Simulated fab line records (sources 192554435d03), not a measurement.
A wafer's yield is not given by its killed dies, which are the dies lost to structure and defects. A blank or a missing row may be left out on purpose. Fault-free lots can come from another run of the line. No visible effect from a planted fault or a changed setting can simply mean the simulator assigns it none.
Matching of chambers ; flow n5 finfet ; 4 sister chambers for N5_HKMG_FIN_ETCH_67 on rie diel-02
The step etches SOC in N2/H2, stops on TiN, target depth 388.9 nm. 14 wafers are shown with their chamber, then 7 later ones without.

== WAFERS WITH THEIR CHAMBER ==
wafer;chamber;throttle valve pct (%);drypump motor current A (A);showerhead plenum p Torr (Torr)
L075.1;0;17.73;5.6;2.47
L075.2;2;18.20;5.9;2.55
L075.3;1;17.64;6.1;2.56
L076.3;3;17.64;6.0;2.57
L076.4;2;18.20;5.9;2.55
L076.6;3;17.66;6.0;2.57
L085.1;3;17.69;6.1;2.56
L085.2;0;17.75;5.6;2.46
L085.3;1;17.67;6.1;2.56
L085.4;2;18.23;6.0;2.54
L085.5;3;17.67;6.1;2.56
L085.6;0;17.75;5.6;2.46
L088.2;0;17.74;5.6;2.45
L088.4;1;17.69;6.1;2.55

SIGNATURES, as means of the wafers listed above
reading;chamber 0;chamber 1;chamber 2;chamber 3;scatter within a chamber
throttle valve pct;17.7425;17.6667;18.2100;17.6650;0.0186
drypump motor current A;5.600;6.100;5.933;6.050;0.0408
showerhead plenum p Torr;2.4600;2.5567;2.5467;2.5650;0.00658
Rule: a wafer lies at a distance from a chamber equal to the root of the sum of squares, over the readings, of (its reading less the chamber's mean, divided by the reading's scatter). If the next closest chamber is less than 2 further off than the closest, the wafer can't be placed; otherwise it belongs to the closest. The scatter: the root of (the sum of the squares of (reading less its chamber's mean) over the shown wafers, divided by (wafers less chambers)).

== WAFERS WITHOUT THEIR CHAMBER ==
wafer;throttle valve pct (%);drypump motor current A (A);showerhead plenum p Torr (Torr)
L088.6;17.69;6.1;2.56
L090.1;17.68;6.1;2.55
L090.2;18.25;5.9;2.54
L090.6;17.72;6.1;2.56
L096.1;17.77;5.6;2.45
L096.2;17.73;6.0;2.55
L096.3;18.26;5.9;2.53

== WHICH CHAMBER EACH WENT THROUGH ==
wafer;from the rows above;in truth
L088.6;can't be placed: 1 or 3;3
L090.1;can't be placed: 1 or 3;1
L090.2;2;2
L090.6;can't be placed: 1 or 3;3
L096.1;0;0
L096.2;can't be placed: 1 or 3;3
L096.3;2;2
Correct placement for 3 of the 7. Unplaceable from these rows: 4, with the true chamber sitting among the candidates in 4. Number placed wrongly: 0.
